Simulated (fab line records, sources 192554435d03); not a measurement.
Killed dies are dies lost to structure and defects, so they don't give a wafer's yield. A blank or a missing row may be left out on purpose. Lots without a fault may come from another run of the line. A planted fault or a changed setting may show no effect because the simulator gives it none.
Split-lot experiment | flow n5_finfet | 7 lots, 39 wafers read, on a route of 1938 steps

THE SPLIT
At N5_SD_EPI_N_ETCH_35 (etches SOC in N2/H2, overetch 108 nm, time 486 s), the setting time_s was moved away from the recipe's 486 s on 9 of the 39 wafers read, by -16.4% to +23.8%. The other wafers ran this setting at the recipe's value.

FROM THE SPLIT TO THE READING: what the file shows between them, 1 step
- N5_SD_EPI_N_STRIP_36: strips in N2/H2

THE READING
SiARC_of_SD_EPI_N_COAT_33.thk_nm (the simulator's own value, which no gauge read), in nm, at N5_SD_EPI_N_ETCHBACK_44 (etches SiNx in CH3F/O2, stops on SiO2, target depth 14.5 nm). The file gives no usual value for it. The 30 wafers here that ran the recipe average 16.0 nm, standard deviation 0.28 nm.

wafer  | tool, chamber at the split | time_s as run, s | against the recipe | SiARC_of_SD_EPI_N_COAT_33.thk_nm, nm | against lot-mates on the recipe
L074.1 | rie_diel-02, 0,2,1,1       | 486              | recipe             | 16.2                                 | -
L074.4 | rie_diel-02, 0,2,1,1       | 486              | recipe             | 16.2                                 | -
L074.5 | rie_diel-02, 3,0           | 486              | recipe             | 16.2                                 | -
L074.6 | rie_diel-02, 0,2,1,1       | 486              | recipe             | 16.2                                 | -
L074.2 | rie_diel-02, 3,0           | 486              | recipe             | 16                                   | -
L074.3 | rie_diel-02, 0,2,1,1       | 486              | recipe             | 16.4                                 | -
L079.1 | rie_diel-05, 3             | 486              | recipe             | 15.6                                 | -
L079.2 | rie_diel-05, 0,3,0         | 486              | recipe             | 15.8                                 | -
L079.5 | rie_diel-05, 0,3,0         | 486              | recipe             | 15.8                                 | -
L079.6 | rie_diel-05, 0,3,0         | 486              | recipe             | 15.8                                 | -
L079.3 | rie_diel-05, 1             | 486              | recipe             | 16.2                                 | -
L079.4 | rie_diel-05, 1             | 486              | recipe             | 16.2                                 | -
L084.1 | rie_diel-01, 3,0           | 486              | recipe             | 16.4                                 | -
L084.2 | rie_diel-01, 1             | 486              | recipe             | 15.6                                 | -
L084.3 | rie_diel-01, 2             | 406.2            | -16.4%             | 18.6                                 | +2.5
L084.4 | rie_diel-01, 3,0           | 486              | recipe             | 16.2                                 | -
L084.5 | rie_diel-01, 1             | 406.2            | -16.4%             | 18.2                                 | +2.1
L084.6 | rie_diel-01, 0             | 406.2            | -16.4%             | 18.8                                 | +2.7
L089.3 | rie_diel-01, 2             | 486              | recipe             | 16                                   | -
L089.4 | rie_diel-01, 3             | 486              | recipe             | 16.4                                 | -
L089.5 | rie_diel-01, 2             | 486              | recipe             | 16.2                                 | -
L091.1 | rie_diel-01, 0             | 486              | recipe             | 16                                   | -
L091.2 | rie_diel-01, 1             | 601.8            | +23.8%             | 12                                   | -4.2
L091.3 | rie_diel-01, 3             | 601.8            | +23.8%             | 13                                   | -3.2
L091.4 | rie_diel-01, 2,3           | 486              | recipe             | 16.4                                 | -
L091.5 | rie_diel-01, 2,3           | 486              | recipe             | 16.2                                 | -
L091.6 | rie_diel-01, 0             | 601.8            | +23.8%             | 12.2                                 | -4.0
L092.1 | rie_diel-02, 3,1           | 486              | recipe             | 16.2                                 | -
L092.2 | rie_diel-02, 3,1           | 486              | recipe             | 16.2                                 | -
L092.4 | rie_diel-02, 0,3           | 486              | recipe             | 16.2                                 | -
L092.6 | rie_diel-02, 0,3           | 486              | recipe             | 16.2                                 | -
L092.3 | rie_diel-02, 2             | 486              | recipe             | 15.6                                 | -
L092.5 | rie_diel-02, 2             | 486              | recipe             | 15.6                                 | -
L094.1 | rie_diel-01, 2             | 429.5            | -11.6%             | 17.8                                 | +2.1
L094.2 | rie_diel-01, 1             | 429.5            | -11.6%             | 17.2                                 | +1.5
L094.3 | rie_diel-01, 0             | 486              | recipe             | 15.6                                 | -
L094.4 | rie_diel-01, 3             | 486              | recipe             | 16                                   | -
L094.5 | rie_diel-01, 0             | 429.5            | -11.6%             | 17.4                                 | +1.7
L094.6 | rie_diel-01, 1             | 486              | recipe             | 15.4                                 | -
Where a row lists several chambers, the file gives one row for several wafers and doesn't say which wafer went through which chamber.

THE FIT
A straight line over all 39 wafers: SiARC_of_SD_EPI_N_COAT_33.thk_nm changes by -0.148 nm for each +1% of time_s; r = -0.97; the points scatter about the line by 0.31 nm.
The same after taking each lot's own level away (the mean of its wafers on the recipe; 39 wafers): -0.156 nm for each +1%; r = -0.98; scatter 0.26 nm.
On that fit, the largest move of time_s shifts the reading by 3.7 nm.
The lots' own levels span 15.67 to 16.20 nm, that is 1.9 times the standard deviation above.
So the lot-to-lot level changes the slope little: the two slopes agree.
Check: with one of the wafers moved furthest among these (+23.8%) left out of the fit, the line predicts -3.61 nm for it against its lot-mates. It came out at -4.2 nm against them.

OTHER SPLITS ON THESE WAFERS
These wafers also went through other splits before the reading. Each is held against what the fit with the lots' levels taken away leaves over:
other split on the same wafers | wafers away from the commonest value | r with SiARC_of_SD_EPI_N_COAT_33.thk_nm (lot level and that fit taken away)
N5_DUMMY_GATE_ETCH_37 source_w | 15                                   | -0.01

THE WHOLE CHAIN: every reading that the file lists as answering this split, in the file's order
step                    | what it does                                                | reading                                                                           | change (the file's fit)               | r (the file's)
N5_SD_EPI_N_ETCH_35     | etches SOC in N2/H2, overetch 108 nm, time 486 s            | SiARC_of_SD_EPI_N_COAT_33.thk_nm (the simulator's own value, which no gauge read) | -0.153 nm for each +1% of the setting | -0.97
N5_SD_EPI_N_ETCHBACK_44 | etches SiNx in CH3F/O2, stops on SiO2, target depth 14.5 nm | SiARC_of_SD_EPI_N_COAT_33.thk_nm (the simulator's own value, which no gauge read) | -0.156 nm for each +1% of the setting | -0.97

THE FILE'S OWN FIT
SiARC_of_SD_EPI_N_COAT_33.thk_nm changes by -0.156 nm for each +1% of time_s, r = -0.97.
